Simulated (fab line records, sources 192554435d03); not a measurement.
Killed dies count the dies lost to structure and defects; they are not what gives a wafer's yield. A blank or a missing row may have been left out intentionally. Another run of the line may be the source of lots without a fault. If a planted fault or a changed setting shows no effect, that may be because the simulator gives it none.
fab line records	flow n5Finfet
record: lots: 10	wafers: 30	lastDay: 16
route steps=1938 shown DUMMY_REMOVAL@382 BEOL_M4@1094 BEOL_M5@1115 PASSIVATION@1936
lots that met no fault: taken from a fault-free run of the same line
startH: the number of hours between the record's first day and the start of the first shown wafer of the lot	waitH: time in hours since the lot's previous step	" unchanged from the row above	L1.1+2: one row covering several wafers at once	- no value present, or no start provided	* or withheld: withheld	< > ~ a bound
route shown NAME@n: names a module that has steps shown in the file, with the first one's number in the route	usual: mean/standard deviation of fault-free wafers	same: alike in all rows	chamber/n: place in a boat	sites: the reading at each site	_std_site: how widely they spread, as a standard deviation	_edge_site: inner sites' mean taken away from outer sites' mean	radiusMm: how far each site lies from the wafer's centre	mask NAME#n: copy n	behind: the last tool/chamber to shape the wafer	hold: why the lot was held/for how many hours/how that ended	device: the n, p or np transistor that did not switch	end of line: tests of these same wafers at the route's end	a step given without rows: its recipe and nothing more	killed: at the first sort, the dies lost to defects and structure; wafer yield is something else	map: a wafer's dies, x killed, . not, _ none there
set.NAME: the setting that was run; set.NAME@STEP: the one run at that earlier step	model.NAME: the simulator's own value behind a step, which no gauge read
steps of the route over a sample of lots; a table a step, a row a wafer
services: a tool's chamber out of use, with start hour (startH, from the record's first day; less than 0 if before it), hours out, and reason
== steps ==
step: N5_DUMMY_REMOVAL_PRECLEAN_08
recipe: chemistry: NF3:NH3	afsCycles: 2	tempC: 30	timeS: 20	sublimationTempC: 180	sublimationTimeS: 60	pressureTorr: 3	rfPowerW: 30
lot.wafer	tool	chamber	startH	waitH
L709.1+3+6	remotePlasma-02	1	71.41	0.0
L711.4+5+6	remotePlasma-01	0	82.59	0.1
L712.2+3+6	remotePlasma-01	1	87.40	0.1
L714.1+4+5	remotePlasma-02	0	100.61	0.0
L717.3+5+6	remotePlasma-02	1	119.12	0.1
L719.2+3+5	remotePlasma-01	1	137.83	0.1
L724.1+3+5	remotePlasma-02	1	161.61	0.0
L725.4+5+6	remotePlasma-02	0	166.12	0.1
L726.2+4+6	remotePlasma-02	1	175.99	0.1
L728.2+4+5	remotePlasma-02	1	187.27	0.1
step: N5_BEOL_M4_SPUTTER_90
recipe: material: Cu	targetThkA: 45	tempC: -20	chamberPressurePa: 0.07	powerW: withheld	timeS: 8.29
usual: throttleValvePct: 29.8/1
lot.wafer	tool	chamber	startH	waitH	throttleValvePct
L709.1	pvdSputter-01	-	161.97	0.1	28.0
L709.3	"	-	"	"	30.2
L709.6	"	-	"	"	31.9
L712.2	pvdSputter-02	-	187.26	0.1	30.4
L712.3	"	-	"	"	30.1
L712.6	"	-	"	"	30.0
L711.4	pvdSputter-03	-	187.43	0.1	29.5
L711.5	"	-	"	"	30.2
L711.6	"	-	"	"	27.6
L714.1	pvdSputter-03	-	193.53	0.1	29.1
L714.4	"	-	"	"	29.3
L714.5	"	-	"	"	29.2
L717.3	pvdSputter-01	-	213.87	0.1	28.0
L717.5	"	-	"	"	30.5
L717.6	"	-	"	"	31.7
L719.2	pvdSputter-02	-	233.84	0.1	29.2
L719.3	"	-	"	"	29.7
L719.5	"	-	"	"	29.2
L724.1	pvdSputter-02	-	259.76	0.1	29.9
L724.3	"	-	"	"	29.1
L724.5	"	-	"	"	29.1
L725.4	pvdSputter-02	-	266.47	0.1	29.8
L725.5	"	-	"	"	30.1
L725.6	"	-	"	"	29.1
L726.2	pvdSputter-02	-	268.91	0.1	29.8
L726.4	"	-	"	"	29.9
L726.6	"	-	"	"	30.5
L728.2	pvdSputter-03	-	272.60	0.1	29.6
L728.4	"	-	"	"	30.4
L728.5	"	-	"	"	27.4
step: N5_BEOL_M4_SPUTTER_96
recipe: material: Cu	targetThkA: 45	tempC: -20	chamberPressurePa: 0.07	powerW: withheld	timeS: 8.29
usual: throttleValvePct: 29.8/1
lot.wafer	tool	chamber	startH	waitH	throttleValvePct
L709.1	pvdSputter-01	-	162.63	0.1	28.3
L709.3	"	-	"	"	30.3
L709.6	"	-	"	"	31.7
L712.2	pvdSputter-02	-	187.92	0.1	30.2
L712.3	"	-	"	"	30.0
L712.6	"	-	"	"	29.8
L711.4	pvdSputter-03	-	188.09	0.1	29.6
L711.5	"	-	"	"	30.0
L711.6	"	-	"	"	27.8
L714.1	pvdSputter-03	-	194.19	0.1	29.3
L714.4	"	-	"	"	29.2
L714.5	"	-	"	"	29.6
L717.3	pvdSputter-01	-	214.53	0.1	27.8
L717.5	"	-	"	"	30.9
L717.6	"	-	"	"	32.0
L719.2	pvdSputter-02	-	234.50	0.1	29.1
L719.3	"	-	"	"	30.0
L719.5	"	-	"	"	29.1
L724.1	pvdSputter-02	-	260.42	0.1	29.9
L724.3	"	-	"	"	29.5
L724.5	"	-	"	"	29.3
L725.4	pvdSputter-02	-	267.13	0.1	29.8
L725.5	"	-	"	"	30.0
L725.6	"	-	"	"	29.1
L726.2	pvdSputter-02	-	269.57	0.1	29.9
L726.4	"	-	"	"	30.1
L726.6	"	-	"	"	30.7
L728.2	pvdSputter-03	-	273.26	0.1	29.5
L728.4	"	-	"	"	30.2
L728.5	"	-	"	"	27.7
step: N5_BEOL_M4_RC_MEAS_101
usual: DIBL_N: 37.3/2.3	DIBL_P: 37.4/2.9	EOT_N: 10.55/0.1	EOT_P: 10.51/0.11	IGATE_N: 0.0122/0.0019	IGATE_P: 0.0037/0.00058	IOFF_N: 0.18/0.045	IOFF_P: 0.25/0.054	ION_N: 679/15	ION_P: 468/9.7	SS_N: 71.8/0.62	SS_P: 73.6/0.76	VT_N: 248/4.1	VT_P: -248/3.6
lot.wafer	tool	chamber	startH	waitH	DIBL_N[mV/V]	DIBL_P[mV/V]	EOT_N	EOT_P	IGATE_N[nA/um]	IGATE_P[nA/um]	IOFF_N[nA/um]	IOFF_P[nA/um]	ION_N[uA/um]	ION_P[uA/um]	SS_N[mV/dec]	SS_P[mV/dec]	VT_N[mV]	VT_P[mV]
L709.1	prober-02	0	163.72	0.0	40.0	39.1	10.53	10.41	0.0133	0.0040	0.22	0.33	686	470	71.7	73.7	242	-242
L709.3	"	0	"	"	36.8	35.1	10.44	10.36	0.0148	0.0044	0.16	0.23	680	469	71.4	73.0	249	-248
L709.6	"	0	"	"	42.1	40.9	10.52	10.56	0.0126	0.0038	0.27	0.35	691	472	72.3	74.2	243	-241
L712.2	prober-01	0	189.22	0.2	37.0	38.6	10.40	10.51	0.0137	0.0042	0.17	0.24	697	480	71.6	72.8	247	-249
L712.3	"	0	"	"	32.8	32.4	10.53	10.38	0.0144	0.0044	0.09	0.14	651	450	71.4	71.4	259	-254
L712.6	"	0	"	"	34.7	35.2	10.36	10.41	0.0138	0.0042	0.12	0.18	666	459	71.6	72.1	253	-249
L711.4	prober-02	0	189.93	0.5	33.6	32.9	10.61	10.48	0.0103	0.0032	0.12	0.20	655	456	71.0	73.3	252	-247
L711.5	"	0	"	"	32.9	33.4	10.60	10.60	0.0110	0.0034	0.12	0.20	667	469	70.7	72.9	255	-248
L711.6	"	0	"	"	37.0	36.0	10.63	10.54	0.0107	0.0033	0.18	0.24	675	464	71.3	73.5	247	-249
L714.1	prober-02	0	195.36	0.0	39.0	39.4	10.57	10.49	0.0112	0.0033	0.20	0.25	681	464	71.6	74.0	247	-249
L714.4	"	0	"	"	40.6	43.2	10.61	10.61	0.0100	0.0029	0.26	0.31	693	473	72.8	74.9	243	-248
L714.5	"	0	"	"	37.3	38.2	10.65	10.56	0.0109	0.0032	0.17	0.22	698	469	72.0	73.0	248	-251
L717.3	prober-02	0	216.15	0.3	40.4	39.5	10.69	10.54	0.0103	0.0031	0.25	0.31	708	483	72.6	74.4	242	-243
L717.5	"	0	"	"	38.3	36.6	10.57	10.38	0.0115	0.0034	0.18	0.26	667	464	71.1	73.6	246	-245
L717.6	"	0	"	"	38.9	38.0	10.49	10.29	0.0158	0.0047	0.20	0.27	701	481	72.2	73.5	245	-245
L719.2	prober-01	0	235.89	0.2	36.9	38.9	10.55	10.49	0.0114	0.0034	0.18	0.25	673	462	72.5	73.3	247	-249
L719.3	"	0	"	"	32.6	32.7	10.54	10.40	0.0117	0.0036	0.11	0.16	675	461	70.8	72.4	258	-254
L719.5	"	0	"	"	36.2	38.4	10.55	10.50	0.0121	0.0036	0.19	0.25	692	472	72.3	73.1	246	-246
L724.1	prober-01	0	262.31	0.0	41.3	41.0	10.61	10.54	0.0111	0.0033	0.29	0.34	697	476	71.5	74.8	239	-244
L724.3	"	0	"	"	36.2	35.4	10.56	10.49	0.0142	0.0043	0.17	0.23	689	479	71.1	73.6	246	-246
L724.5	"	0	"	"	35.9	33.3	10.57	10.59	0.0120	0.0036	0.14	0.19	667	455	71.7	72.6	251	-250
L725.4	prober-02	0	269.11	0.5	36.4	37.8	11.83	11.77	0.0026	0.0008	0.18	0.26	656	454	71.2	73.9	248	-246
L725.5	"	0	"	"	35.0	36.6	11.70	11.65	0.0032	0.0010	0.17	0.25	666	459	71.2	73.3	246	-247
L725.6	"	0	"	"	35.5	35.0	10.59	10.53	0.0125	0.0038	0.16	0.21	652	450	71.8	73.5	251	-253
L726.2	prober-01	0	270.82	0.2	38.4	39.6	10.56	10.52	0.0137	0.0042	0.22	0.29	672	459	73.0	74.3	248	-246
L726.4	"	0	"	"	39.5	41.0	11.78	11.63	0.0031	0.0009	0.24	0.33	682	465	71.9	74.9	245	-243
L726.6	"	0	"	"	37.4	38.9	10.76	10.74	0.0104	0.0031	0.21	0.28	703	474	71.7	74.2	245	-244
L728.2	prober-02	0	274.66	0.2	39.6	38.4	10.66	10.71	0.0096	0.0029	0.19	0.25	683	464	71.9	74.1	248	-251
L728.4	"	0	"	"	43.9	43.7	11.44	11.18	0.0050	0.0015	0.29	0.41	670	459	73.9	75.5	243	-242
L728.5	"	0	"	"	39.6	37.2	11.55	11.49	0.0036	0.0011	0.18	0.22	641	441	72.3	73.0	252	-250
step: N5_BEOL_M5_PECVD_70
recipe: material: SiO2	targetThkA: 160	tempC: 400	precursor: TEOS/O2	pressureTorr: 5.5	rfW: 450	teosFlowSccm: 53.8	gas: O2	flowSccm: 3000	timeS: 18
usual: heaterPowerW: 667/82	showerheadPlenumPTorr: 8.81/0.085	throttleValvePct: 22.3/1.5
lot.wafer	tool	chamber	startH	waitH	heaterPowerW	showerheadPlenumPTorr	throttleValvePct
L709.1	pecvd-02	2	165.30	0.0	711	8.70	20.9
L709.3	"	1	"	"	616	8.89	25.5
L709.6	"	1	"	"	610	8.90	25.3
L712.2	pecvd-02	0	190.64	0.0	697	8.80	21.0
L712.3	"	1	"	"	602	8.93	25.5
L712.6	"	2	"	"	640	8.71	21.3
L711.4	pecvd-01	1	191.07	0.1	836	8.84	23.9
L711.5	"	0	"	"	639	8.92	21.8
L711.6	"	2	"	"	713	8.66	25.0
L714.1	pecvd-04	0	196.93	0.0	711	8.71	21.1
L714.4	"	0	"	"	685	8.75	21.1
L714.5	"	1	"	"	679	8.82	22.3
L717.3	pecvd-01	1	217.46	0.1	801	8.84	24.5
L717.5	"	0	"	"	732	8.90	21.8
L717.6	"	1	"	"	835	8.83	24.3
L719.2	pecvd-01	0	237.33	0.0	748	8.92	21.8
L719.3	"	2	"	"	728	8.64	20.5
L719.5	"	2	"	"	714	8.62	20.4
L724.1	pecvd-01	1	263.88	0.0	794	8.84	24.4
L724.3	"	0	"	"	651	8.91	21.8
L724.5	"	0	"	"	652	8.95	22.0
L725.4	pecvd-04	0	270.24	0.1	644	8.74	21.0
L725.5	"	1	"	"	639	8.83	22.3
L725.6	"	2	"	"	497	8.81	22.2
L726.2	pecvd-04	0	272.24	0.0	720	8.73	20.9
L726.4	"	0	"	"	717	8.75	21.2
L726.6	"	2	"	"	580	8.81	22.3
L728.2	pecvd-02	0	276.10	0.0	688	8.80	21.2
L728.4	"	2	"	"	714	8.72	21.2
L728.5	"	0	"	"	684	8.81	21.0
step: N5_PASSIVATION_PROBE_49
usual: defectLimitedYield: 91.3/1.5	killed_at_M0_to_M3: 35/8.7	killed_at_M4_up: 14/5.5	killedAtContacts: 11/5.6	killedAtFrontEnd: 39/13	killedAtOther: 3.7/2.2	killedDies: 103/18	killedOnRim: 14/4.4	killedOpen: 69/14	killedShort: 33/7.8	sort_bin_4_leakage: 0.02/0.15	sort_bin_5_function: 5.1/0.99	sort_bin_6_memory: 3.3/0.67	sort_bin_8_speed: 0.02/0.17	sortNPass: 1077/18	sortYieldPct: 91.2/1.5
same: grossDies: 1180	killedAtBackSide: 0
lot.wafer	tool	chamber	startH	waitH	defectLimitedYield[%]	killed_at_M0_to_M3	killed_at_M4_up	killedAtContacts	killedAtFrontEnd	killedAtOther	killedDies	killedOnRim	killedOpen	killedShort	sort_bin_4_leakage[%]	sort_bin_5_function[%]	sort_bin_6_memory[%]	sort_bin_8_speed[%]	sortNPass	sortYieldPct[%]
L709.1	prober-02	-	267.61	0.0	91.4	41	14	16	25	5	101	6	63	34	0	5.4	3.0	0	1079	91.4
L709.3	prober-02	-	267.71	0.1	90.9	35	13	22	36	1	107	16	84	21	0	4.9	4.0	0.08	1073	90.9
L709.6	prober-02	-	267.86	0.3	89.5	53	14	14	39	4	124	16	89	30	0	6.0	3.7	0	1056	89.5
L712.2	prober-01	-	281.91	0.1	89.2	25	13	12	74	4	128	13	89	39	0	6.4	4.2	0	1052	89.2
L712.3	prober-01	-	281.96	0.1	89.8	40	18	6	51	5	120	18	83	34	0	5.6	4.2	0.08	1059	89.7
L712.6	prober-01	-	282.11	0.3	90.8	45	8	12	40	3	108	15	70	36	0	5.6	3.3	0	1072	90.8
L711.4	prober-01	-	294.20	0.2	91.7	42	13	10	32	1	98	11	65	33	0	5.2	2.8	0	1082	91.7
L711.5	prober-01	-	294.25	0.2	90.8	42	12	12	34	8	108	21	70	37	0	5.3	3.7	0	1072	90.8
L711.6	prober-01	-	294.30	0.3	89.8	46	8	13	48	5	120	15	76	42	0	6.3	3.1	0	1060	89.8
L714.1	prober-02	-	305.94	0.0	93.3	34	14	3	26	2	79	6	56	21	0	3.0	3.2	0	1101	93.3
L714.4	prober-02	-	306.09	0.2	92.4	34	17	6	28	5	90	10	59	31	0.17	4.2	2.7	0	1088	92.2
L714.5	prober-02	-	306.14	0.2	92.3	45	6	2	37	1	91	16	68	23	0	4.8	2.8	0	1089	92.3
L717.3	prober-01	-	312.96	0.1	91.1	28	26	25	21	5	105	13	70	35	0	5.6	3.1	0	1075	91.1
L717.5	prober-01	-	313.06	0.2	90.9	30	22	14	36	5	107	16	76	31	0	5.8	2.8	0	1073	90.9
L717.6	prober-01	-	313.11	0.3	92.5	27	11	21	29	0	88	6	63	25	0	4.3	3.0	0	1092	92.5
L719.2	prober-01	-	352.43	0.1	91.0	43	17	2	40	4	106	14	65	40	0	4.7	3.8	0	1074	91.0
L719.3	prober-01	-	352.48	0.1	91.5	32	21	9	33	5	100	13	60	39	0	4.8	3.1	0	1080	91.5
L719.5	prober-01	-	352.58	0.2	92.5	34	13	6	32	4	89	10	56	33	0	4.7	2.7	0	1091	92.5
L724.1	prober-02	-	376.56	0.0	91.9	31	13	11	33	7	95	12	64	30	0	5.1	2.8	0.08	1085	91.9
L724.3	prober-02	-	376.66	0.1	90.6	25	20	18	45	3	111	18	76	35	0	6.2	3.2	0	1069	90.6
L724.5	prober-02	-	376.76	0.2	90.6	33	17	19	38	4	111	16	74	36	0	6.0	3.2	0	1069	90.6
L725.4	prober-01	-	377.76	0.2	90.8	44	15	16	30	3	108	16	66	41	0	5.8	2.9	0	1072	90.8
L725.5	prober-01	-	377.81	0.2	90.4	51	7	18	34	3	113	14	65	48	0	5.2	4.0	0	1067	90.4
L725.6	prober-01	-	377.86	0.3	91.9	35	21	10	25	5	96	13	63	32	0	4.8	3.0	0	1084	91.9
L726.2	prober-01	-	378.00	0.1	92.4	27	17	8	34	4	90	9	65	22	0	4.7	2.7	0	1090	92.4
L726.4	prober-01	-	378.10	0.2	94.7	21	9	5	24	4	63	4	46	17	0	3.4	1.7	0	1117	94.7
L726.6	prober-01	-	378.20	0.3	93.0	17	25	10	29	2	83	8	55	24	0	4.4	2.5	0	1097	93.0
L728.2	prober-02	-	381.77	0.1	92.5	35	8	11	32	3	89	8	64	25	0	4.5	3.0	0	1091	92.5
L728.4	prober-02	-	381.87	0.2	90.7	38	13	4	47	8	110	17	86	23	0.76	5.6	3.6	0	1061	89.9
L728.5	prober-02	-	381.92	0.2	90.3	36	9	15	51	3	114	20	80	32	0	5.5	3.6	0.68	1058	89.7
killed by level:class
L709.1 BEOL_M0_SAQP:geometricParticle:short=15 MOL_CONTACT_COAG:geometricParticle:open=14 BEOL_M3:geometricParticle:open=10 BEOL_M4:geometricParticle:open=9 BEOL_M0_SAQP:geometricParticle:open=8 FIN_SAQP:geometricParticle:open=5 STI_FIN_REVEAL:geometricParticle:open=5 STARTING-WAFER:geometricParticle:short=4
L709.3 MOL_CONTACT_COAG:geometricParticle:open=22 STI_FIN_REVEAL:geometricParticle:open=14 BEOL_M0_SAQP:geometricParticle:open=11 BEOL_M2:geometricParticle:open=10 FIN_SAQP:geometricParticle:open=6 BEOL_M0_SAQP:geometricParticle:short=6 GATE_CUT:geometricParticle:open=3 BEOL_M5:geometricParticle:open=3
L709.6 BEOL_M2:geometricParticle:open=17 MOL_CONTACT_COAG:geometricParticle:open=13 STI_FIN_REVEAL:geometricParticle:open=11 BEOL_M0_SAQP:geometricParticle:open=11 BEOL_M0_SAQP:geometricParticle:short=9 BEOL_M4:geometricParticle:open=8 BEOL_M3:geometricParticle:open=7 FIN_SAQP:geometricParticle:open=5
L712.2 STI_FIN_REVEAL:geometricParticle:open=25 FIN_SAQP:geometricParticle:open=15 MOL_CONTACT_COAG:geometricParticle:open=9 BEOL_M0_SAQP:geometricParticle:short=9 BEOL_M0_SAQP:geometricParticle:open=8 FIN_SAQP:geometricParticle:short=7 STI_FIN_REVEAL:geometricParticle:short=6 GATE_CUT:geometricParticle:short=6
L712.3 STI_FIN_REVEAL:geometricParticle:open=18 BEOL_M3:geometricParticle:open=14 FIN_SAQP:geometricParticle:open=11 BEOL_M0_SAQP:geometricParticle:short=9 BEOL_M0_SAQP:geometricParticle:open=6 STI_FIN_REVEAL:geometricParticle:short=5 BEOL_M2:geometricParticle:open=5 MOL_CONTACT_COAG:geometricParticle:open=5
L712.6 BEOL_M0_SAQP:geometricParticle:open=18 BEOL_M0_SAQP:geometricParticle:short=12 MOL_CONTACT_COAG:geometricParticle:open=11 STI_FIN_REVEAL:geometricParticle:open=9 FIN_SAQP:geometricParticle:short=6 FIN_SAQP:geometricParticle:open=5 STI_FIN_REVEAL:geometricParticle:short=5 BEOL_M3:geometricParticle:open=5
L711.4 BEOL_M0_SAQP:geometricParticle:short=14 BEOL_M0_SAQP:geometricParticle:open=10 BEOL_M3:geometricParticle:open=9 FIN_SAQP:geometricParticle:open=8 GATE_CUT:geometricParticle:open=7 MOL_CONTACT_COAG:geometricParticle:open=6 FIN_SAQP:geometricParticle:short=5 BEOL_M4:geometricParticle:open=5
L711.5 BEOL_M0_SAQP:geometricParticle:open=17 BEOL_M0_SAQP:geometricParticle:short=13 MOL_CONTACT_COAG:geometricParticle:open=10 DUMMY_GATE:geometricParticle:open=8 STI_FIN_REVEAL:geometricParticle:open=6 FIN_SAQP:geometricParticle:short=5 BEOL_M3:geometricParticle:open=5 FIN_SAQP:geometricParticle:open=3
L711.6 BEOL_M0_SAQP:geometricParticle:short=13 STI_FIN_REVEAL:geometricParticle:open=12 MOL_CONTACT_COAG:geometricParticle:open=10 BEOL_M0_SAQP:geometricParticle:open=9 BEOL_M3:geometricParticle:open=9 GATE_CUT:geometricParticle:open=8 GATE_CUT:geometricParticle:short=7 BEOL_M1:geometricParticle:open=6
L714.1 BEOL_M3:geometricParticle:open=9 BEOL_M2:geometricParticle:open=8 STI_FIN_REVEAL:geometricParticle:open=6 BEOL_M4:geometricParticle:open=6 BEOL_M0_SAQP:geometricParticle:short=5 GATE_CUT:geometricParticle:open=4 BEOL_M0:geometricParticle:open=4 BEOL_M0:geometricParticle:short=4
L714.4 BEOL_M4:geometricParticle:open=12 GATE_CUT:geometricParticle:short=8 BEOL_M0_SAQP:geometricParticle:short=8 MOL_CONTACT_COAG:geometricParticle:open=6 STI_FIN_REVEAL:geometricParticle:open=5 BEOL_M0_SAQP:geometricParticle:open=5 BEOL_M1:geometricParticle:open=5 BEOL_M2:geometricParticle:open=5
L714.5 STI_FIN_REVEAL:geometricParticle:open=14 BEOL_M1:geometricParticle:open=10 BEOL_M2:geometricParticle:open=9 BEOL_M0_SAQP:geometricParticle:open=7 BEOL_M3:geometricParticle:open=6 STARTING-WAFER:geometricParticle:open=6 FIN_SAQP:geometricParticle:short=4 GATE_CUT:geometricParticle:short=4
L717.3 MOL_CONTACT_COAG:geometricParticle:open=19 GATE_CUT:geometricParticle:short=8 BEOL_M1:geometricParticle:open=8 BEOL_M4:geometricParticle:open=8 MOL_CONTACT_COAG:geometricParticle:short=6 BEOL_M0_SAQP:geometricParticle:open=6 BEOL_M0_SAQP:geometricParticle:short=5 BEOL_M7:geometricParticle:open=5
L717.5 BEOL_M2:geometricParticle:open=12 MOL_CONTACT_COAG:geometricParticle:open=10 DUMMY_GATE:geometricParticle:open=7 BEOL_M1:geometricParticle:open=7 STI_FIN_REVEAL:geometricParticle:open=6 BEOL_M5:geometricParticle:open=6 BEOL_M4:geometricParticle:open=5 FIN_SAQP:geometricParticle:short=4
L717.6 MOL_CONTACT_COAG:geometricParticle:open=18 BEOL_M1:geometricParticle:open=11 FIN_SAQP:geometricParticle:short=5 DUMMY_GATE:geometricParticle:open=5 BEOL_M2:geometricParticle:open=5 STI_FIN_REVEAL:geometricParticle:open=4 GATE_CUT:geometricParticle:short=4 BEOL_M1:geometricParticle:short=4
L719.2 BEOL_M0_SAQP:geometricParticle:short=14 BEOL_M0_SAQP:geometricParticle:open=11 FIN_SAQP:geometricParticle:open=8 STI_FIN_REVEAL:geometricParticle:open=8 ILD0:geometricParticle:short=7 BEOL_M2:geometricParticle:open=6 DUMMY_GATE:geometricParticle:open=4 ILD0:geometricParticle:open=4
L719.3 BEOL_M0_SAQP:geometricParticle:short=11 STI_FIN_REVEAL:geometricParticle:open=8 MOL_CONTACT_COAG:geometricParticle:open=7 GATE_CUT:geometricParticle:short=6 BEOL_M0_SAQP:geometricParticle:open=6 BEOL_M6:geometricParticle:open=5 BEOL_M3:geometricParticle:open=5 FIN_SAQP:geometricParticle:open=4
L719.5 BEOL_M0_SAQP:geometricParticle:open=14 BEOL_M0_SAQP:geometricParticle:short=9 BEOL_M4:geometricParticle:open=7 STI_FIN_REVEAL:geometricParticle:open=6 MOL_CONTACT_COAG:geometricParticle:open=6 GATE_CUT:geometricParticle:short=6 BEOL_M3:geometricParticle:open=5 FIN_SAQP:geometricParticle:short=4
L724.1 BEOL_M1:geometricParticle:open=11 FIN_SAQP:geometricParticle:open=9 MOL_CONTACT_COAG:geometricParticle:open=8 BEOL_M0_SAQP:geometricParticle:short=6 DUMMY_GATE:geometricParticle:open=5 BEOL_M0_SAQP:geometricParticle:open=4 BEOL_M2:geometricParticle:open=4 BEOL_M5:geometricParticle:open=3
L724.3 STI_FIN_REVEAL:geometricParticle:open=15 BEOL_M4:geometricParticle:open=13 MOL_CONTACT_COAG:geometricParticle:open=11 FIN_SAQP:geometricParticle:open=9 FIN_SAQP:geometricParticle:short=8 MOL_CONTACT_COAG:geometricParticle:short=7 BEOL_M0_SAQP:geometricParticle:open=6 BEOL_M1:geometricParticle:open=6
L724.5 MOL_CONTACT_COAG:geometricParticle:open=16 BEOL_M1:geometricParticle:open=11 FIN_SAQP:geometricParticle:short=8 DUMMY_GATE:geometricParticle:open=8 FIN_SAQP:geometricParticle:open=6 BEOL_M1:geometricParticle:short=6 BEOL_M4:geometricParticle:open=5 STI_FIN_REVEAL:geometricParticle:open=4
L725.4 MOL_CONTACT_COAG:geometricParticle:open=13 BEOL_M0_SAQP:geometricParticle:open=11 BEOL_M0_SAQP:geometricParticle:short=8 FIN_SAQP:geometricParticle:open=5 GATE_CUT:geometricParticle:short=5 BEOL_M1:geometricParticle:open=5 BEOL_M2:geometricParticle:short=5 BEOL_M4:geometricParticle:short=5
L725.5 BEOL_M0_SAQP:geometricParticle:short=17 MOL_CONTACT_COAG:geometricParticle:open=15 BEOL_M1:geometricParticle:open=9 GATE_CUT:geometricParticle:short=8 BEOL_M0_SAQP:geometricParticle:open=7 BEOL_M2:geometricParticle:open=7 STARTING-WAFER:geometricParticle:short=6 STARTING-WAFER:geometricParticle:open=4
L725.6 BEOL_M4:geometricParticle:open=16 BEOL_M0_SAQP:geometricParticle:short=9 MOL_CONTACT_COAG:geometricParticle:open=8 BEOL_M1:geometricParticle:open=7 BEOL_M0_SAQP:geometricParticle:open=6 STI_FIN_REVEAL:geometricParticle:open=5 GATE_CUT:geometricParticle:short=5 BEOL_M2:geometricParticle:open=4
L726.2 FIN_SAQP:geometricParticle:short=11 BEOL_M3:geometricParticle:open=11 BEOL_M4:geometricParticle:open=9 FIN_SAQP:geometricParticle:open=6 MOL_CONTACT_COAG:geometricParticle:open=6 STI_FIN_REVEAL:geometricParticle:open=5 BEOL_M0_SAQP:geometricParticle:open=5 BEOL_M2:geometricParticle:open=5
L726.4 FIN_SAQP:geometricParticle:short=7 STI_FIN_REVEAL:geometricParticle:open=7 BEOL_M0_SAQP:geometricParticle:open=7 BEOL_M1:geometricParticle:open=6 BEOL_M4:geometricParticle:open=6 MOL_CONTACT_COAG:geometricParticle:open=5 BEOL_M3:geometricParticle:open=5 STARTING-WAFER:geometricParticle:short=4
L726.6 BEOL_M4:geometricParticle:open=15 MOL_CONTACT_COAG:geometricParticle:open=9 GATE_CUT:geometricParticle:short=8 STI_FIN_REVEAL:geometricParticle:open=7 BEOL_M3:geometricParticle:open=6 BEOL_M4:geometricParticle:short=4 STARTING-WAFER:geometricParticle:open=4 GATE_CUT:geometricParticle:open=3
L728.2 BEOL_M2:geometricParticle:open=11 MOL_CONTACT_COAG:geometricParticle:open=9 BEOL_M3:geometricParticle:open=8 GATE_CUT:geometricParticle:open=6 STI_FIN_REVEAL:geometricParticle:open=4 DUMMY_GATE:geometricParticle:open=4 BEOL_M0_SAQP:geometricParticle:short=4 BEOL_M5:geometricParticle:open=3
L728.4 BEOL_M3:geometricParticle:open=18 STI_FIN_REVEAL:geometricParticle:open=11 FIN_SAQP:geometricParticle:open=9 DUMMY_GATE:geometricParticle:open=6 BEOL_M1:geometricParticle:open=6 BEOL_M2:geometricParticle:open=5 PAD_METAL:geometricParticle:open=4 ILD0:geometricParticle:short=4
L728.5 BEOL_M0_SAQP:geometricParticle:open=13 MOL_CONTACT_COAG:geometricParticle:open=12 STI_FIN_REVEAL:geometricParticle:open=9 FIN_SAQP:geometricParticle:open=8 ILD0:geometricParticle:short=7 BEOL_M2:geometricParticle:open=7 BEOL_M0_SAQP:geometricParticle:short=5 BEOL_M1:geometricParticle:open=5
== services ==
tool	chamber	startH	hours	kind
pecvd-02	2	58.41	3.5	repair
pecvd-02	0	74.20	2.1	scheduledDown
pecvd-04	0	85.64	2.1	scheduledDown
pecvd-02	-	88.15	6.0	pm
pecvd-01	-	91.04	14.6	pm
pvdSputter-01	-	98.79	7.4	repair
pvdSputter-01	-	108.92	5.7	repair
pecvd-04	0	142.65	15.8	repair
pecvd-02	-	156.71	0.9	repair
pvdSputter-01	-	166.67	1.7	repair
pecvd-04	1	186.97	5.1	repair
pecvd-01	0	193.17	7.0	repair
pecvd-01	2	202.38	-	clean
pecvd-01	2	202.38	-	consumableReplace:showerhead
pecvd-01	2	202.38	29.0	scheduledDown
pecvd-01	2	202.38	29.0	ventCycle
pecvd-04	0	213.15	5.5	scheduledDown
pecvd-04	-	216.52	1.1	repair
pecvd-04	0	230.12	17.9	repair
pecvd-01	-	270.76	0.9	repair
== key ==
firstSign: step: N5_BEOL_M4_RC_MEAS_101	reading: EOT_N	direction: up	sigmas: 11	usual: 10.55	struck: 11.66
effect: step: N5_BEOL_M4_RC_MEAS_101	reading: EOT_P	direction: up	sigmas: 9.8	usual: 10.51	struck: 11.54
effect: step: N5_BEOL_M4_RC_MEAS_101	reading: IGATE_P	direction: down	sigmas: 4.5	usual: 0.0037	struck: 0.0010
effect: step: N5_BEOL_M4_RC_MEAS_101	reading: IGATE_N	direction: down	sigmas: 4.5	usual: 0.0122	struck: 0.0035
metAt N5_DUMMY_REMOVAL_PRECLEAN_08
struckLots L725,L726,L728
struckWafers L725.4,L725.5,L726.4,L728.4,L728.5
notActingAt N5_BEOL_M4_SPUTTER_90,N5_BEOL_M4_SPUTTER_96,N5_BEOL_M5_PECVD_70
onsetBetween 161.61 166.12
fault: kind: processParameterDrift	tool: remotePlasma-02	chamber: -	onsetH: 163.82	steps: N5_DUMMY_REMOVAL_PRECLEAN_08	channel: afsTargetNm	offset: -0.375	shape: step	endH: 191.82	scope: struckWafersOnly	actsIn: theseRecipesOnly	stated: 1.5
